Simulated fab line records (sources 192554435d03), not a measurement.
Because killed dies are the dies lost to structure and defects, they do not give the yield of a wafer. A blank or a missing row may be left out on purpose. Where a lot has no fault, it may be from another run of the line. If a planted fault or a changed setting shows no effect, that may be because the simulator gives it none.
Split-lot trial -- flow n5 finfet -- 21 wafers read from 7 lots, route of 1938 steps

ABOUT THE SPLIT
At N5_BEOL_M4_COAT_62 (time 60 s, resist thk 12 nm), the setting spin rpm was moved away from the recipe's 1500 rpm on 5 of the 21 wafers read, by -9.7% to +6.5%. All remaining wafers had this setting at the recipe value.

FROM THE SPLIT TO THE READING: what the file shows between them, 4 steps
- N5_BEOL_M4_COAT_73: time 60 s, resist thk 5 nm
- N5_BEOL_M4_COAT_05: resist thk 30 nm
- N5_BEOL_M4_DESCUM_16: chemistry O2, time 7 s
- N5_BEOL_M4_ETCH_74: etches underlayer in N2/H2, target depth 6.5 nm, time 5.2 s

THE READING
CAR-EUV_of_BEOL_M4_COAT_05.thk nm (the simulator's own value, which no gauge read), in nm, at N5_BEOL_M4_ETCH_63 (etches SiARC in CF4, target depth 15.6 nm, time 26 s). The file gives no usual value for it. Average 11.2 nm, standard deviation 0.13 nm, over the 16 wafers here run with the recipe.

wafer,"tool, chamber at the split","spin rpm as run, rpm",against the recipe,"CAR-EUV_of_BEOL_M4_COAT_05.thk nm, nm",against lot-mates on the recipe
L081.1,"litho track-02, 0",1354,-9.7%,10.6,-0.6
L081.5,"litho track-02, 0",1500,recipe,11.2,-
L081.6,"litho track-02, 0",1500,recipe,11.2,-
L077.3,"litho track-03, 0",1500,recipe,11.2,-
L077.5,"litho track-03, 0",1500,recipe,11.4,-
L077.6,"litho track-03, 0",1446,-3.6%,11,-0.3
L079.1,"litho track-01, 0",1500,recipe,11,-
L079.3,"litho track-01, 0",1500,recipe,11,-
L079.4,"litho track-01, 0",1500,recipe,11,-
L080.2,"litho track-03, 0",1500,recipe,11,-
L080.6,"litho track-03, 0",1500,recipe,11,-
L080.5,"litho track-03, 0",1598,+6.5%,11.4,+0.4
L085.1,"litho track-03, 0",1500,recipe,11,-
L085.2,"litho track-03, 0",1500,recipe,11.2,-
L085.5,"litho track-03, 0",1500,recipe,11.2,-
L086.1,"litho track-02, 0",1500,recipe,11.2,-
L086.6,"litho track-02, 0",1500,recipe,11.2,-
L086.5,"litho track-02, 0",1587,+5.8%,11.6,+0.4
L088.1,"litho track-03, 0",1500,recipe,11.4,-
L088.2,"litho track-03, 0",1546,+3.1%,11.2,-0.1
L088.5,"litho track-03, 0",1500,recipe,11.2,-

THE FIT
A straight line over all 21 wafers: CAR-EUV_of_BEOL_M4_COAT_05.thk nm changes by +0.0532 nm for each +1% of spin rpm; r = +0.79; the points scatter about the line by 0.13 nm.
The same after taking each lot's own level away (the mean of its wafers on the recipe; 21 wafers): +0.0599 nm for each +1%; r = +0.91; scatter 0.09 nm.
That fit puts the effect of the largest move of spin rpm on the reading at 0.58 nm.
Measured against the standard deviation above, the lots' own levels, which go from 11.00 to 11.30 nm, span 2.3 times it.
So the lot-to-lot level blurs the effect unless lot-mates are compared.
Check: with one of the wafers moved furthest among these (-9.7%) left out of the fit, the line predicts -0.596 nm for it against its lot-mates. It came out at -0.6 nm against them.

ADDITIONAL SPLITS CARRIED BY THESE WAFERS
Other splits were also applied to these wafers ahead of the reading. Each is held against what the fit with the lots' levels taken away leaves over:
other split on the same wafers,wafers away from the commonest value,r with CAR-EUV_of_BEOL_M4_COAT_05.thk nm (lot level and that fit taken away)
N5_BEOL_M2_EXPOSE_25 dose mj,6,+0.09
N5_BEOL_M3_PECVD_72 temp c,6,+0.06
N5_BEOL_M3_COAT_61 time s,6,+0.14
N5_BEOL_M4_ILD_DEP_00 time s,3,+0.30

THE WHOLE CHAIN: every reading that the file lists as answering this split, in the file's order
step,what it does,reading,change (the file's fit),r (the file's)
N5_BEOL_M4_COAT_62,"time 60 s, resist thk 12 nm","SiARC_of_BEOL_M4_COAT_62.thk nm (the simulator's own value, which no gauge read)",-0.0626 nm for each +1% of the setting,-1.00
N5_BEOL_M4_ETCH_63,"etches SiARC in CF4, target depth 15.6 nm, time 26 s","etch.depth nm (the simulator's own value, which no gauge read)",-0.061 nm for each +1% of the setting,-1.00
N5_BEOL_M4_ETCH_63,"etches SiARC in CF4, target depth 15.6 nm, time 26 s","CAR-EUV_of_BEOL_M4_COAT_05.thk nm (the simulator's own value, which no gauge read)",+0.0597 nm for each +1% of the setting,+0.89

THE FILE'S OWN FIT
CAR-EUV_of_BEOL_M4_COAT_05.thk nm changes by +0.0597 nm for each +1% of spin rpm, r = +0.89.
